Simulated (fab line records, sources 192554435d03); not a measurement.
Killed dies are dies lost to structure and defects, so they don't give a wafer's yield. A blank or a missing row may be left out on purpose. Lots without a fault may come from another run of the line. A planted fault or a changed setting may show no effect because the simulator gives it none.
Split-lot experiment | flow n5_finfet | 7 lots, 21 wafers read, on a route of 1938 steps

THE SPLIT
At N5_BEOL_M0_SAQP_SPACER1_ALD_98 (deposits SiO2, target thk 12.8 nm, pulse time 1 s, purge time 2 s), the setting temp_c was moved away from the recipe's 300 C on 9 of the 21 wafers read, by -4.4% to +3.9%. The other wafers ran this setting at the recipe's value.

The reading is taken at the split's own step.

THE READING
SiO2_of_BEOL_M0_SAQP_SPACER1_ALD_98.thk_nm (the simulator's own value, which no gauge read), in nm, at N5_BEOL_M0_SAQP_SPACER1_ALD_98 (deposits SiO2, target thk 12.8 nm, pulse time 1 s, purge time 2 s). The file gives no usual value for it.

wafer  | tool, chamber at the split | temp_c as run, C | against the recipe | SiO2_of_BEOL_M0_SAQP_SPACER1_ALD_98.thk_nm, nm | against lot-mates on the recipe
L074.1 | ald_sin-04, 2              | 291.2            | -2.9%              | 13.2                                           | +0.4
L074.3 | ald_sin-04, 0,3            | 300              | recipe             | 12.8                                           | -
L074.5 | ald_sin-04, 0,3            | 300              | recipe             | 12.8                                           | -
L078.3 | ald_sin-01, 3,1            | 305.9            | +2.0%              | 12.8                                           | +0.0
L078.5 | ald_sin-01, 3,1            | 305.9            | +2.0%              | 12.8                                           | +0.0
L078.4 | ald_sin-01, 0              | 300              | recipe             | 12.8                                           | -
L079.1 | ald_sin-01, 2,3,3          | 300              | recipe             | 12.8                                           | -
L079.4 | ald_sin-01, 2,3,3          | 300              | recipe             | 12.8                                           | -
L079.5 | ald_sin-01, 2,3,3          | 300              | recipe             | 12.8                                           | -
L086.3 | ald_sin-02, 3,0            | 300              | recipe             | 12.8                                           | -
L086.4 | ald_sin-02, 3,0            | 300              | recipe             | 12.8                                           | -
L086.6 | ald_sin-02, 0              | 288.6            | -3.8%              | 13.2                                           | +0.4
L090.1 | ald_sin-04, 3              | 286.8            | -4.4%              | 13.4                                           | +0.6
L090.5 | ald_sin-04, 3,0            | 300              | recipe             | 12.8                                           | -
L090.6 | ald_sin-04, 3,0            | 300              | recipe             | 12.8                                           | -
L091.1 | ald_sin-01, 3              | 300              | recipe             | 12.8                                           | -
L091.3 | ald_sin-01, 0,1            | 311.8            | +3.9%              | 12.6                                           | -0.2
L091.5 | ald_sin-01, 0,1            | 311.8            | +3.9%              | 12.6                                           | -0.2
L094.1 | ald_sin-01, 3              | 305.5            | +1.8%              | 12.6                                           | -0.2
L094.3 | ald_sin-01, 1              | 305.5            | +1.8%              | 12.8                                           | +0.0
L094.6 | ald_sin-01, 0              | 300              | recipe             | 12.8                                           | -
Where a row lists several chambers, the file gives one row for several wafers and doesn't say which wafer went through which chamber.

THE FIT
A straight line over all 21 wafers: SiO2_of_BEOL_M0_SAQP_SPACER1_ALD_98.thk_nm changes by -0.0856 nm for each +1% of temp_c; r = -0.91; the points scatter about the line by 0.084 nm.
The same after taking each lot's own level away (the mean of its wafers on the recipe; 21 wafers): -0.0856 nm for each +1%; r = -0.91; scatter 0.084 nm.
On that fit, the largest move of temp_c shifts the reading by 0.38 nm.
The lots' own levels span 12.80 to 12.80 nm.
So the lot-to-lot level changes the slope little: the two slopes agree.
Check: with one of the wafers moved furthest among these (-4.4%) left out of the fit, the line predicts +0.363 nm for it against its lot-mates. It came out at +0.6 nm against them.

THE FILE'S OWN FIT
SiO2_of_BEOL_M0_SAQP_SPACER1_ALD_98.thk_nm changes by -0.0968 nm for each +1% of temp_c, r = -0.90.
